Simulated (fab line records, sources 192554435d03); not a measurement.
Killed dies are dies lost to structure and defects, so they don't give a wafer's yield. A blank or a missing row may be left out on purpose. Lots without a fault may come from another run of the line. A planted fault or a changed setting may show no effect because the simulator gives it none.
Chamber matching | flow n5_finfet | N5_BEOL_M1_STRIP_66 on rie_diel-02: 4 sister chambers
The step strips in CF4. 4 wafers are shown with their chamber, then 9 later ones without.

WAFERS WITH THEIR CHAMBER
wafer  | chamber | drypump_motor_current_A (A)
L081.1 | 3       | 5.7
L089.2 | 2       | 6.3
L090.2 | 0       | 5.4
L090.5 | 1       | 6.3

WAFERS WITHOUT THEIR CHAMBER
wafer  | drypump_motor_current_A (A)
L091.1 | 5.6
L091.4 | 5.5
L091.5 | 6.3
L096.1 | 6.4
L096.2 | 6.3
L096.4 | 5.4
L097.2 | 5.7
L097.4 | 6.3
L097.5 | 6.3

WHICH CHAMBER EACH WENT THROUGH
wafer  | from the rows above     | in truth
L091.1 | can't be placed: 3 or 0 | 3
L091.4 | can't be placed: 0 or 3 | 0
L091.5 | can't be placed: 1 or 2 | 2
L096.1 | can't be placed: 1 or 2 | 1
L096.2 | can't be placed: 1 or 2 | 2
L096.4 | 0                       | 0
L097.2 | 3                       | 3
L097.4 | can't be placed: 1 or 2 | 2
L097.5 | can't be placed: 1 or 2 | 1
Placed correctly: 2 of 9. Can't be placed from these rows: 7 (the true chamber is among the candidates in 7). Placed wrongly: 0.
How it was worked out, from the rows above alone: a wafer's distance from a chamber is the root of the sum, over the readings, of the square of ((its reading less the chamber's mean) divided by the reading's scatter). The wafer belongs to the nearest chamber; if the next one is less than 2 further off, it can't be placed. A chamber's mean is the mean of its shown wafers. The scatter: with one shown wafer a chamber, the root of the mean of the squares of how far each hidden wafer lies from its nearest shown one.
